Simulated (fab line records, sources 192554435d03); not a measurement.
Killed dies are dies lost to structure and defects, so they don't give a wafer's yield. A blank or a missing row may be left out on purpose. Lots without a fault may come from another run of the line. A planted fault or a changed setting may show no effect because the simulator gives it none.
Chamber matching | flow n5_finfet | N5_BEOL_M4_DEP_57 on pecvd-04: 3 sister chambers
The step deposits SiCN from 3MS/NH3, target thk 8 nm, time 14 s. 3 wafers are shown with their chamber, then 7 later ones without.

WAFERS WITH THEIR CHAMBER
wafer  | chamber | showerhead_vpp_V (V)
L082.6 | 2       | 904
L083.1 | 1       | 870
L083.5 | 0       | 934

WAFERS WITHOUT THEIR CHAMBER
wafer  | showerhead_vpp_V (V)
L083.6 | 879
L093.2 | 852
L093.5 | 887
L093.6 | 929
L097.1 | 906
L097.2 | 855
L097.6 | 884

WHICH CHAMBER EACH WENT THROUGH
wafer  | from the rows above     | in truth
L083.6 | can't be placed: 1 or 2 | 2
L093.2 | 1                       | 1
L093.5 | can't be placed: 1 or 2 | 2
L093.6 | can't be placed: 0 or 2 | 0
L097.1 | 2                       | 2
L097.2 | 1                       | 1
L097.6 | can't be placed: 1 or 2 | 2
Placed correctly: 3 of 7. Can't be placed from these rows: 4 (the true chamber is among the candidates in 4). Placed wrongly: 0.
How it was worked out, from the rows above alone: a wafer's distance from a chamber is the root of the sum, over the readings, of the square of ((its reading less the chamber's mean) divided by the reading's scatter). The wafer belongs to the nearest chamber; if the next one is less than 2 further off, it can't be placed. A chamber's mean is the mean of its shown wafers. The scatter: with one shown wafer a chamber, the root of the mean of the squares of how far each hidden wafer lies from its nearest shown one.
